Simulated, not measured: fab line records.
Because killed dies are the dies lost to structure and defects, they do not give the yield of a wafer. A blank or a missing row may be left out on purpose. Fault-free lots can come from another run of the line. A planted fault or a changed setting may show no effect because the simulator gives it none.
fab line records    flow n5Finfet
record lots=3  wafers=9  lastDay=17
route steps=1938 shown BEOL_M8@1358 PASSIVATION@1936
lots that met no fault: from a run of the same line without faults
startH: hours from the record's opening day to when the first of the lot's shown wafers began    waitH: hours elapsed since this lot's preceding step    " identical to the entry in the row above    L1.1+2: a row that stands for several wafers    - no value present, or no start provided    * or withheld: withheld    < > ~ a bound
route shown NAME@n: NAME is a module with steps in the file, n the number in the route of the first one    usual: mean and standard deviation over wafers with no fault    same: alike in all rows    chamber/n: place in a boat    sites: the reading at each site    _std_site: how widely they spread, as a standard deviation    _edge_site: inner sites' mean taken away from outer sites' mean    radiusMm: how far each site lies from the wafer's centre    mask NAME#n: copy n    behind: tool/chamber where the wafer was last shaped    hold: reason for holding the lot/hours on hold/outcome of the hold    device: which transistor (n, p or np) failed to switch    end of line: the route-end tests of the same wafers    where a step has no rows: the recipe by itself    killed: dies lost to structure and defects at the first sort, not the wafer's yield    map: shows each die of a wafer: x if killed, . if not, _ if none is there
set.NAME: the setting the step ran with; set.NAME@STEP: the setting that earlier step ran with    model.NAME: the simulator's own value behind a step, which no gauge read
lots at selected steps of the route; one table per step, one row per wafer
services: a tool's chamber out of use, with start hour (startH, from the record's first day; less than 0 if before it), hours out, and reason
## steps
# step N5_BEOL_M8_COAT_71
# recipe resist=underlayer  tempC=205  timeS=60  spinRpm=1500  resistThkNm=5
# step N5_BEOL_M8_COAT_22
# recipe resist=CAR-EUV  spinRpm=1500  resistThkNm=30
# step N5_BEOL_M8_EBR_24
# recipe solvent=PGMEA  ebrWidthMm=1.5
# step N5_BEOL_M8_SOFTBAKE_23
# recipe tempC=110  timeS=60  resist=CAR-EUV
# step N5_BEOL_M8_EXPOSE_25
# recipe maskId=V7  na=0.33  sourceShape=annular  sigmaInner=0.4  sigmaOuter=0.8  polarization=unpolarized  targetCdNm=40  doseMj=42.5
# step N5_BEOL_M8_PEB_26
# recipe pebTempC=100  pebTimeS=60  resist=CAR-EUV
# step N5_BEOL_M8_DEVELOP_27
# recipe developTimeS=30  developer=TMAH  resist=CAR-EUV  rinseLiquid=surfactantRinse  dry=airSpin  devTempC=23
# step N5_BEOL_M8_DESCUM_33
# recipe chemistry=O2  timeS=7  sourcePowerW=50  biasPowerW=20  pressureMtorr=20  rfFrequencyHz=2.712e+07  tempC=40  resist=CAR-EUV  o2FlowSccm=225
# step N5_BEOL_M8_ETCH_72
# recipe chemistry=N2/H2  target=underlayer  targetDepthA=65  maskMaterial=CAR-EUV  timeS=5.2  ionEnergyEv=200  pressureMtorr=30  sourceW=840  biasW=150  n2FlowSccm=200  h2FlowSccm=200  ends=cleared
# step N5_BEOL_M8_ETCH_65
# recipe chemistry=CF4  target=SiARC  targetDepthA=156  maskMaterial=CAR-EUV  timeS=26  ionEnergyEv=80  pressureMtorr=40  sourceW=545  biasW=36  Ar_flow_sccm=100  cf4FlowSccm=100  ends=cleared
# usual drypumpMotorCurrentA=5.6/0.57  etchRfOnTimeS=25.9/0.52  oesProductAu=0.68/0.06  rfVppV=183.8/1.3  showerheadPlenumPTorr=2.12/0.081  throttleValvePct=15.64/0.22
lot.wafer  tool        chamber  startH  waitH  drypumpMotorCurrentA  etchRfOnTimeS  oesProductAu  rfHoursCounterH  rfVppV  showerheadPlenumPTorr  throttleValvePct
L679.2     rieDiel-03  1        223.00  0.0    6.4                   25.8           0.58          239              183.9   2.20                   16.11
L679.3     "           2        "       "      4.8                   26.3           0.77          33               183.0   2.09                   15.30
L679.5     "           0        "       "      5.3                   26.0           0.69          -                184.2   2.08                   15.62
L688.2     rieDiel-04  1        286.57  0.0    6.1                   25.5           0.71          92               186.3   2.24                   15.40
L688.5     "           0        "       "      6.4                   26.1           0.66          -                184.6   2.24                   15.54
L688.6     "           3        "       "      5.9                   24.8           0.76          -                186.5   2.25                   15.61
L700.1     rieDiel-03  0        343.54  0.0    5.3                   26.0           0.66          145              184.3   2.06                   15.72
L700.5     "           0        "       "      5.3                   25.8           0.67          -                182.2   2.06                   15.71
L700.6     "           3        "       "      5.5                   27.2           0.58          -                182.8   1.97                   15.83
# step N5_BEOL_M8_ETCH_66
# recipe chemistry=N2/H2  target=SOC  targetDepthA=800  overetchA=160  maskMaterial=SiARC  tempC=40  timeS=120  ionEnergyEv=200  pressureMtorr=30  sourceW=840  biasW=150  n2FlowSccm=200  h2FlowSccm=200
# step N5_BEOL_M8_STRIP_69
# recipe chemistry=N2/H2  tempC=40  n2FlowSccm=200  h2FlowSccm=200  rfFrequencyHz=6e+07
# step N5_BEOL_M8_STRIP_73
# recipe chemistry=N2/H2  tempC=40  n2FlowSccm=200  h2FlowSccm=200  rfFrequencyHz=6e+07
# step N5_BEOL_M8_VIA_ETCH_34
# recipe chemistry=C4F6/O2  target=SiCOH_lowk  targetDepthA=1255  maskMaterial=SOC  taperDeg=4  timeS=50.5  ionEnergyEv=250  pressureMtorr=30  sourceW=345  biasW=185  Ar_flow_sccm=300  C4F6_flow_sccm=10  O2_flow_sccm=10
# step N5_BEOL_M8_STRIP_76
# recipe chemistry=C4F6/O2  resist=SiARC  rfFrequencyHz=6e+07
# step N5_BEOL_M8_STRIP_36
# recipe chemistry=N2/H2  powerW=450  tempC=40  pressureMtorr=20  rfFrequencyHz=6e+07  overashFraction=0.3  biasPowerW=7  h2Frac=0.5  n2FlowSccm=200  h2FlowSccm=200
# step N5_BEOL_M8_TRENCH_ETCH_37
# recipe chemistry=C4F6/O2  targetDepthA=934.78  target=SiCOH_lowk  timeS=31.2  ionEnergyEv=250  pressureMtorr=30  sourceW=345  biasW=185  Ar_flow_sccm=300  C4F6_flow_sccm=10  O2_flow_sccm=10
# step N5_BEOL_M8_ETCH_41
# recipe chemistry=CH3F/O2  target=SiCN  targetDepthA=319  taperDeg=2  timeS=57.8  ionEnergyEv=120  maskMaterial=TiN  pressureMtorr=30  sourceW=395  biasW=75  Ar_flow_sccm=150  CH3F_flow_sccm=30  O2_flow_sccm=20
# step N5_BEOL_M8_STRIP_80
# recipe chemistry=N2/H2  timeS=10  powerW=450  tempC=40  pressureMtorr=20  rfFrequencyHz=6e+07  biasPowerW=7  n2FlowSccm=200  h2FlowSccm=200
# step N5_BEOL_M8_HM_STRIP_39
# recipe chemistry=peroxideTinStrip  material=TiN  targetDepthA=250  tempC=50  timeS=158
# step N5_BEOL_M8_SRD_40
# recipe timeS=30  tempC=23  rinseLiquid=diw  dry=ipaMarangoni
# step N5_BEOL_M8_PRECLEAN_42
# recipe chemistry=residueRemover  timeS=60  tempC=40
# step N5_BEOL_M8_SRD_43
# recipe timeS=30  tempC=23  rinseLiquid=diw  dry=ipaMarangoni
# step N5_BEOL_M8_CURE_75
# recipe tempC=370  timeS=120  ambient=DMADMS/He  material=SiCOH_lowk
# step N5_BEOL_M8_DEGAS_44
# recipe ambient=vacuum  tempC=250  timeS=60
# step N5_BEOL_M8_PRE_CLEAN_45
# recipe gas=H2/He  timeS=30  tempC=250
# step N5_BEOL_M8_ALD_77
# recipe material=TaN  targetThkA=20  tempC=275  aldPrecursorFamily=PDMAT  aldCoReactant=NH3  pressureTorr=3  carrierFlowSccm=1500  pulseTimeS=2  purgeTimeS=3  coReactantPurgeTimeS=2  coReactantPulseTimeS=3  aldCycles=40  precursorVesselTempC=75  precursorVesselPressureTorr=26.25  precursorVesselCarrierSccm=1000
# step N5_BEOL_M8_SURFACE_TREAT_79
# recipe gas=Ar  timeS=*  ionEnergyEv=*  ionCurrentMaCm2=0.5  pressureMtorr=*  arFlowSccm=30
# step N5_BEOL_M8_CVD_78
# recipe material=Co  targetThkA=20  tempC=withheld  precursor=CCTBA/H2  pressureTorr=30  timeS=142.3
# step N5_BEOL_M8_SPUTTER_48
# recipe material=Cu  targetThkA=100  tempC=-20  biasV=60  powerW=26000  chamberPressurePa=0.13  timeS=1.667
# step N5_BEOL_M8_ECD_50
# recipe material=Cu  targetThkA=3000
# step N5_BEOL_M8_ANNEAL_51
# recipe tempC=225  timeS=90  ambient=N2
# step N5_BEOL_M8_CMP_52
# recipe stopOn=SiCOH_lowk  tOverpolishS=6.9  downForcePsi=1  platenRpm=50  clearingPlatenDownForcePsi=1.5  clearingPlatenRpm=50  postCmpClean=cuAlkaline  targetThkNm=80  clearingPlatenPadVelocityMS=0.99484  padVelocityMS=0.99484
# step N5_BEOL_M8_PRE_CLEAN_55
# recipe gas=NH3  timeS=15  tempC=withheld  rfPowerW=300
# step N5_BEOL_M8_DEP_56
# recipe material=SiCN  targetThkA=100  tempC=withheld  precursor=3MS/NH3  pressureTorr=3  rfW=202  timeS=17.5
# step N5_PASSIVATION_PROBE_49
# usual defectLimitedYield=91.2/1.5  killed_at_M0_to_M3=34/11  killed_at_M4_up=14/5.4  killedAtContacts=12/5.9  killedAtFrontEnd=40/12  killedAtOther=4/3.3  killedDies=103/18  killedOnRim=14/4.1  killedOpen=68/13  killedShort=34/7.5  sort_bin_5_function=5.1/1  sort_bin_6_memory=3.3/0.7  sort_bin_8_speed=0.03/0.27  sortNPass=1076/18  sortYieldPct=91.2/1.5
# same grossDies=1180  killedAtBackSide=0  sort_bin_4_leakage[%]=0
lot.wafer  tool       chamber  startH  waitH  defectLimitedYield[%]  killed_at_M0_to_M3  killed_at_M4_up  killedAtContacts  killedAtFrontEnd  killedAtOther  killedDies  killedOnRim  killedOpen  killedShort  sort_bin_5_function[%]  sort_bin_6_memory[%]  sort_bin_8_speed[%]  sortNPass  sortYieldPct[%]
L679.2     prober-02  -        292.25  0.1    89.6                   26                  16               24                50                7              123         18           84          36           6.7                     3.6                   0                    1057       89.6
L679.3     prober-02  -        292.30  0.1    91.4                   20                  7                22                50                2              101         18           68          29           4.9                     3.4                   0                    1079       91.4
L679.5     prober-02  -        292.40  0.2    91.7                   24                  13               10                49                2              98          12           62          36           4.9                     3.1                   0                    1082       91.7
L688.2     prober-01  -        356.44  0.1    91.2                   45                  21               5                 26                7              104         19           57          45           5.2                     2.8                   0                    1076       91.2
L688.5     prober-01  -        356.59  0.2    93.9                   26                  12               4                 28                2              72          8            34          38           3.2                     2.6                   0                    1108       93.9
L688.6     prober-01  -        356.64  0.3    89.3                   48                  20               21                29                8              126         19           86          38           6.9                     3.4                   0                    1054       89.3
L700.1     prober-01  -        416.33  0.0    86.9                   48                  63               9                 34                1              155         32           66          30           7.5                     3.3                   0.08                 1025       86.9
L700.5     prober-01  -        416.53  0.2    86.1                   51                  68               15                27                3              164         32           76          32           8.2                     3.8                   0                    1016       86.1
L700.6     prober-01  -        416.58  0.3    90.3                   54                  17               15                27                1              114         10           74          38           5.9                     3.5                   0                    1066       90.3
# killed by level:class
L679.2 MOL_CONTACT_COAG:geometricParticle:open=18 GATE_CUT:geometricParticle:open=13 GATE_CUT:geometricParticle:short=8 BEOL_M0_SAQP:geometricParticle:open=7 BEOL_M2:geometricParticle:open=7 STI_FIN_REVEAL:geometricParticle:open=6 BEOL_M4:geometricParticle:open=6 BEOL_M5:geometricParticle:open=6
L679.3 MOL_CONTACT_COAG:geometricParticle:open=19 STI_FIN_REVEAL:geometricParticle:open=13 BEOL_M0_SAQP:geometricParticle:short=9 FIN_SAQP:geometricParticle:short=6 DUMMY_GATE:geometricParticle:open=6 GATE_CUT:geometricParticle:open=5 FIN_SAQP:geometricParticle:open=4 GATE_CUT:geometricParticle:short=4
L679.5 STI_FIN_REVEAL:geometricParticle:open=12 MOL_CONTACT_COAG:geometricParticle:open=8 FIN_SAQP:geometricParticle:short=7 GATE_CUT:geometricParticle:open=7 BEOL_M0_SAQP:geometricParticle:short=7 FIN_SAQP:geometricParticle:open=6 BEOL_M2:geometricParticle:open=5 STI_FIN_REVEAL:geometricParticle:short=4
L688.2 BEOL_M0_SAQP:geometricParticle:short=15 BEOL_M4:geometricParticle:open=11 BEOL_M0_SAQP:geometricParticle:open=9 FIN_SAQP:geometricParticle:short=7 BEOL_M2:geometricParticle:open=6 FIN_SAQP:geometricParticle:open=5 BEOL_M1:geometricParticle:open=5 BEOL_M3:geometricParticle:open=5
L688.5 FIN_SAQP:geometricParticle:short=9 BEOL_M0_SAQP:geometricParticle:short=9 FIN_SAQP:geometricParticle:open=6 BEOL_M0_SAQP:geometricParticle:open=5 BEOL_M1:geometricParticle:open=4 BEOL_M4:geometricParticle:open=4 GATE_CUT:geometricParticle:short=3 BEOL_M3:geometricParticle:short=3
L688.6 MOL_CONTACT_COAG:geometricParticle:open=17 BEOL_M0_SAQP:geometricParticle:open=15 BEOL_M0_SAQP:geometricParticle:short=11 BEOL_M4:geometricParticle:open=10 FIN_SAQP:geometricParticle:short=7 FIN_SAQP:geometricParticle:open=7 BEOL_M3:geometricParticle:open=7 BEOL_M1:geometricParticle:open=6
L700.1 BEOL_M8:unspecified=55 BEOL_M0_SAQP:geometricParticle:short=13 BEOL_M0_SAQP:geometricParticle:open=11 FIN_SAQP:geometricParticle:open=9 MOL_CONTACT_COAG:geometricParticle:open=8 BEOL_M2:geometricParticle:open=7 BEOL_M3:geometricParticle:open=7 BEOL_M1:geometricParticle:open=5
L700.5 BEOL_M8:unspecified=55 MOL_CONTACT_COAG:geometricParticle:open=13 BEOL_M0_SAQP:geometricParticle:open=13 BEOL_M2:geometricParticle:open=12 BEOL_M1:geometricParticle:open=10 BEOL_M0_SAQP:geometricParticle:short=9 FIN_SAQP:geometricParticle:short=6 BEOL_M4:geometricParticle:open=5
L700.6 BEOL_M0_SAQP:geometricParticle:open=13 MOL_CONTACT_COAG:geometricParticle:open=13 BEOL_M2:geometricParticle:open=11 FIN_SAQP:geometricParticle:short=10 BEOL_M4:geometricParticle:open=10 BEOL_M0_SAQP:geometricParticle:short=9 BEOL_M3:geometricParticle:open=5 FIN_SAQP:geometricParticle:open=4
# map L700.5 (x killed, . not)
_________________............________________
______________.............xx..._____________
___________x........x..............__________
__________.....x......x.......x....._________
________.........................x...._______
_______...x.................x......x.x.______
______.x..x..x.........x.......x........_____
_____..........................x..x......____
____..........x........x...x..............___
___...................x............xx......__
___......x.......xxx.......x..............x__
__.x.x.......x.x.....x.....x.xxx............_
__...............................x....x....._
_.x...x...xx..x.....x.........x.............x
_......x.x...................x.x.........x..x
_.......x.................x...........x......
_.....x...x.x.................x.......x......
_.....x..................................x.x.
_........................x............x...x..
_x.........x....x....................x....xxx
_................x...x..x..............xx.xxx
__....................x.............x...xxxx_
__..x.......................x....x..xxxxxxxx_
___.x..........x...........x........xxxxxxx__
___.....................x...........xxxxxxx__
____...x..x.......................x.xxxxxx___
_____.............................x.xxxxx____
______..x...xx.x...x....x..........xxxxx_____
_______..x.......x.x...........x...xxxx______
________x..........x................xx_______
__________...............x.........x_________
___________.......x...x............__________
______________.x.........x......_____________
_________________............________________
# map L679.2 (x killed, . not)
_________________......x.....________________
______________..........x....x.._____________
___________x.x..........x..........__________
__________....x..x..x.x............._________
________.................x.......x...._______
_______x..xxx..........x......x.x......______
______.............x.........x....x....x_____
_____....x......x.......x.......x.x....x.____
____..................x.x.....x..x........___
___......................x...............x.__
___.............x.......x.x....x...x.......__
__...........x...........x.........x.......x_
__..x..........................x............_
_.....x...x...x.x...x..x................xxx..
_.......x..x.....................x........x..
_.............x.........x...........xx.......
_..........x.......................x.xx......
_........x...........x.......................
_..............x..x...x.......x..............
_.........x.....xx.....xx.x.x...x............
_........x.......x.x......x.......x..........
__........................x................._
__....x.......x........x........x..........._
___.....................xx.................__
___.......................x.......x........__
____.xx........x........x........x.....x.x___
_____...........x...................x....____
______.......x..x.......x.x............x_____
_______........x...............x.......______
________x............................._______
__________..........x.....x........._________
___________............x..x...x..x.__________
______________x.xxx............._____________
_________________...x........________________
## services
tool        chamber  startH  hours  kind
rieDiel-04  -        199.04  0.5    repair
rieDiel-04  2        202.38  -      clean
rieDiel-04  2        202.38  -      consumableReplace:focusRing
rieDiel-04  2        202.38  27.5   scheduledDown
rieDiel-04  2        202.38  27.5   ventCycle
rieDiel-03  1        258.58  -      clean
rieDiel-03  1        258.58  -      consumableReplace:focusRing
rieDiel-03  1        258.58  25.3   scheduledDown
rieDiel-03  1        258.58  25.3   ventCycle
rieDiel-03  -        282.27  14.6   pm
rieDiel-04  -        306.33  0.4    repair
## key
firstSign step=N5_PASSIVATION_PROBE_49  reading=killed_at_M4_up  direction=up  sigmas=9.6  usual=14  struck=66
effect step=N5_PASSIVATION_PROBE_49  reading=killedDies  direction=up  sigmas=3.2  usual=103  struck=160
moreKillsBornAt N5_BEOL_M8_ETCH_65@rieDiel-03=110
metAt N5_BEOL_M8_ETCH_65
struckWafers L700.1,L700.5
onsetBetween 223.00 343.54
fault kind=chamberParticleSource  tool=rieDiel-03  chamber=0  onsetH=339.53  steps=N5_BEOL_M8_ETCH_65  ratePerVisitCm2=1.8295  endH=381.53
